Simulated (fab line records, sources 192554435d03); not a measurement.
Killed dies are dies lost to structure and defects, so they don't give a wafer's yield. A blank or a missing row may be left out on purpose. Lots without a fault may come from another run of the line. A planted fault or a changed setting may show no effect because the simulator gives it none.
Which tool did it? | flow n5_finfet | 12 lots, 36 wafers sampled, at 2 steps of a route of 1938

WHAT THE GAUGES READ, wafer by wafer
N5_BEOL_M0_SAQP_INSPECT_16: inspects for defects (brightfield).
lot  | measured     | on                | raw_defect_count
L075 | day 5 19:40  | defect_inspect-02 | 658 552 751
L077 | day 6 04:58  | defect_inspect-02 | 555 794 622
L079 | day 6 18:38  | defect_inspect-02 | 540 377 461
L081 | day 7 04:37  | defect_inspect-01 | 451 279 357
L083 | day 7 15:31  | defect_inspect-01 | 382 298 502
L085 | day 8 11:56  | defect_inspect-02 | 543 416 296
L087 | day 8 14:09  | defect_inspect-01 | 518 710 762
L089 | day 9 03:26  | defect_inspect-02 | 358 560 614
L091 | day 9 16:25  | defect_inspect-01 | 369 495 436
L093 | day 10 02:23 | defect_inspect-02 | 457 378 380
L095 | day 10 22:38 | defect_inspect-02 | 379 433 683
L096 | day 11 08:29 | defect_inspect-02 | 285 258 362

WHICH TOOL RAN EACH LOT (tool, then ch and the chambers of the sampled wafers, then the start)
lot  | N5_BEOL_M0_SAQP_PECVD_04
L075 | pecvd-04 ch 1,2, day 5 19:02
L077 | pecvd-03 ch 1,2, day 6 04:20
L079 | pecvd-01 ch 0,1,2, day 6 18:08
L081 | pecvd-04 ch 1,2, day 7 04:06
L083 | pecvd-03 ch 0,1, day 7 15:00
L085 | pecvd-04 ch 0,1,2, day 8 11:18
L087 | pecvd-01 ch 0,1, day 8 13:23
L089 | pecvd-01 ch 0,1, day 9 02:47
L091 | pecvd-01 ch 0,1,2, day 9 15:55
L093 | pecvd-03 ch 0,2, day 10 01:45
L095 | pecvd-01 ch 0,2, day 10 21:58
L096 | pecvd-04 ch 0,2, day 11 07:58
- N5_BEOL_M0_SAQP_PECVD_04: deposits a-Si from SiH4/He, target thk 60 nm, time 60.2 s.

THE ANSWER, worked out from the rows above alone
Rule: what is usual is taken from the lots themselves. Put in order of their means at a reading, lots are off if they are a third of the lots or fewer, leave a main group of 4 or more, and stand apart from it by a gap of 3 or more times the standard deviation of the main group's means; of several such gaps the widest counts. A main group whose means are all the same, to the digits that the tables above print for the reading, isn't used. A lot without any number at a reading at which 4 lots or more have one is off too. The other lots that the step has rows for count as sound.
No lot is off at any reading shown: from this, nothing can be told.

WHAT THE SIMULATOR HAD PUT IN
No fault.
